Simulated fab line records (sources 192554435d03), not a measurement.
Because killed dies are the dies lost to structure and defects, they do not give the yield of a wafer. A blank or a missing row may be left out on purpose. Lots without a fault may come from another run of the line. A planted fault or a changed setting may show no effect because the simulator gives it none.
Matching of chambers ; flow n5Finfet ; 4 sister chambers for N5_BEOL_M6_DESCUM_16 on rieDiel-01
The step chemistry O2, time 7.9 s. 16 wafers are shown with their chamber, then 8 later ones without.

== WAFERS WITH THEIR CHAMBER ==
wafer;chamber;drypumpMotorCurrentA (A);throttleValvePct (%);oesProductAu (a.u.)
L074.3;2;5.7;21.1;0.75
L074.4;3;5.7;20.4;0.75
L074.6;0;6.3;20.9;0.66
L080.4;3;5.7;20.5;0.73
L080.5;1;6.5;20.0;0.90
L080.6;2;5.7;21.1;0.73
L081.3;0;6.2;20.6;0.95
L081.5;3;5.8;20.5;0.73
L081.6;0;6.3;20.6;0.96
L084.1;0;6.3;20.6;0.93
L084.4;3;5.7;20.5;0.72
L084.6;2;5.7;21.1;0.73
L085.1;0;6.3;20.6;0.93
L085.2;3;5.7;20.5;0.73
L085.3;2;5.7;21.1;0.73
L092.1;0;6.2;20.6;0.90

SIGNATURES, as means of the wafers listed above
reading;chamber 0;chamber 1;chamber 2;chamber 3;scatter within a chamber
drypumpMotorCurrentA;6.267;6.500;5.700;5.720;0.0422
throttleValvePct;20.650;20.000;21.100;20.480;0.0832
oesProductAu;0.8883;0.9000;0.7350;0.7320;0.0739
Rule: distance of a wafer from a chamber = root of the sum over the readings of ((wafer's reading minus chamber's mean) / reading's scatter) squared. If the next closest chamber is less than 2 further off than the closest, the wafer can't be placed; otherwise it belongs to the closest. How the scatter is found: for the shown wafers, subtract from each reading the mean of its chamber, square and add these, divide the total by (wafers less chambers), then take the root.

== WAFERS WITH NO CHAMBER GIVEN ==
wafer;drypumpMotorCurrentA (A);throttleValvePct (%);oesProductAu (a.u.)
L092.2;5.7;21.1;0.72
L092.3;5.7;20.5;0.72
L096.3;6.3;20.7;0.88
L096.5;5.7;21.2;0.70
L096.6;6.5;20.0;0.83
L097.2;5.7;20.5;0.71
L097.3;5.7;21.2;0.71
L097.5;6.5;20.0;0.83

== CHAMBER TAKEN BY EACH ==
wafer;from the rows above;in truth
L092.2;2;2
L092.3;3;3
L096.3;0;0
L096.5;2;2
L096.6;1;1
L097.2;3;3
L097.3;2;2
L097.5;1;1
Correctly placed: 8 of 8. From these rows, 0 cannot be placed. 0 placed wrongly.
